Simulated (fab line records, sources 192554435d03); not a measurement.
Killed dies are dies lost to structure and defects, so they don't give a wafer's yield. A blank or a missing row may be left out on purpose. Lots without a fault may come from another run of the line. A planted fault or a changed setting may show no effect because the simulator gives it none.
One fault seen from 3 desks | flow n5_finfet | each desk has only its own numbers; what lay behind them comes last

THE TOOL OWNER'S DESK: rie_diel-04
The tool's own readings at N5_SDB_ETCH_17 (etches SiARC in CF4, target depth 23.4 nm, time 39 s): means of the sampled wafers that have a number, for each lot that ran on this tool. A lot is out of limits, marked OUT, if its mean lies more than 4 standard deviations from the usual mean; the brackets give that distance. Of its 8 readings 7 are shown: the one that was out of limits first, and those that lie furthest out on some lot.
Columns: A = bias_w at N5_SDB_ETCH_17, usual 35.99 W; B = cf4_flow_sccm at N5_SDB_ETCH_17, usual 99.97 sccm; C = drypump_motor_current_A at N5_SDB_ETCH_17, usual 5.8 A; D = etch_rf_on_time_s at N5_SDB_ETCH_17, usual 38.8 s; E = oes_product_au at N5_SDB_ETCH_17, usual 0.68 a.u.; F = showerhead_plenum_p_Torr at N5_SDB_ETCH_17, usual 2.17 Torr; G = throttle_valve_pct at N5_SDB_ETCH_17, usual 15.63 %
lot  | first seen here | A     | B      | C   | D              | E    | F    | G
L653 | day 4 12:58     | 36.00 | 99.92  | 5.4 | 38.8           | 0.69 | 2.18 | 15.50
L654 | day 4 15:37     | 36.14 | 99.89  | 5.8 | 39.2           | 0.67 | 2.20 | 15.56
L657 | day 5 13:49     | 36.02 | 100.38 | 6.1 | 44.5 (+14) OUT | 0.61 | 2.22 | 15.64
L669 | day 8 22:20     | 36.10 | 100.25 | 5.4 | 39.2           | 0.63 | 2.18 | 15.83
L670 | day 10 18:02    | 35.98 | 100.26 | 5.7 | 38.7           | 0.69 | 2.21 | 15.64
This desk's finding: out of limits on L657; first on L657, day 5 13:49 (etch_rf_on_time_s at N5_SDB_ETCH_17). In limits: L653, L654, L669, L670.

THE DEFECT DESK
What the inspections along the route counted, lot by lot: means of the sampled wafers that have a number. A lot is out of limits, marked OUT, if its mean lies more than 4 standard deviations from the usual mean; the brackets give that distance.
Columns: A = raw_defect_count at N5_SDB_INSPECT_13, usual 72
lot  | first seen here | A
L651 | day 4 03:25     | 51
L653 | day 4 12:53     | 48
L654 | day 4 15:32     | 56
L657 | day 5 13:38     | 114
L658 | day 5 19:40     | 82
L661 | day 6 12:14     | 55
L666 | day 7 16:08     | 81
L669 | day 8 22:16     | 107
L671 | day 10 17:08    | 49
L670 | day 10 17:55    | 89
This desk's finding: nothing out of limits on any of the 10 lots.

THE METROLOGY DESK
What the gauges read, lot by lot, whatever tool the lot ran on: means of the sampled wafers that have a number. A lot is out of limits, marked OUT, if its mean lies more than 4 standard deviations from the usual mean; the brackets give that distance. Of its 12 readings 7 are shown: those that lie furthest out on some lot.
Columns: A = DIBL_P at N5_BEOL_M4_RC_MEAS_101, usual 36.5 mV/V; B = IOFF_N at N5_BEOL_M4_RC_MEAS_101, usual 0.162 nA/um; C = IOFF_P at N5_BEOL_M4_RC_MEAS_101, usual 0.221 nA/um; D = ION_P at N5_BEOL_M4_RC_MEAS_101, usual 466 uA/um; E = SS_P at N5_BEOL_M4_RC_MEAS_101, usual 73.3 mV/dec; F = VT_N at N5_BEOL_M4_RC_MEAS_101, usual 249.2 mV; G = VT_P at N5_BEOL_M4_RC_MEAS_101, usual -249 mV
lot  | first seen here | A    | B     | C     | D   | E    | F     | G
L651 | day 4 02:58     | 38.4 | 0.167 | 0.249 | 473 | 73.4 | 249.2 | -247
L653 | day 4 12:17     | 33.6 | 0.135 | 0.209 | 464 | 72.4 | 251.3 | -248
L654 | day 4 15:04     | 39.3 | 0.195 | 0.241 | 469 | 74.0 | 246.2 | -247
L657 | day 5 13:04     | 37.6 | 0.158 | 0.182 | 458 | 73.2 | 250.7 | -254
L658 | day 5 19:06     | 35.9 | 0.150 | 0.203 | 462 | 73.1 | 250.8 | -251
L661 | day 6 11:48     | 36.0 | 0.174 | 0.194 | 457 | 73.4 | 249.5 | -253
L666 | day 7 15:34     | 36.7 | 0.147 | 0.226 | 477 | 73.4 | 250.3 | -248
L669 | day 8 21:41     | 37.9 | 0.201 | 0.278 | 475 | 73.5 | 245.3 | -244
L671 | day 10 16:34    | 36.0 | 0.147 | 0.196 | 461 | 73.1 | 252.0 | -251
L670 | day 10 17:29    | 35.7 | 0.153 | 0.202 | 464 | 73.4 | 248.7 | -249
This desk's finding: nothing out of limits on any of the 10 lots.

PUT TOGETHER
The tool owner's desk could have raised an alarm at day 5 13:49, on L657.
The defect desk saw nothing out of limits.
The metrology desk saw nothing out of limits.
The defect desk has L657 on record, within its limits.
The metrology desk has L657 on record, within its limits.
Of the lots named, all ran N5_SDB_ETCH_17 on rie_diel-04.

WHAT THE SIMULATOR HAD PUT IN
Process parameter drift: rie_diel-04, from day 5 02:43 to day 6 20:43, at N5_SDB_ETCH_17. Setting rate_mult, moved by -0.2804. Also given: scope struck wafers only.
Lots struck among those shown: L657.
Hours from the fault's start to each desk's first reading out of limits: the tool owner's desk, 11.
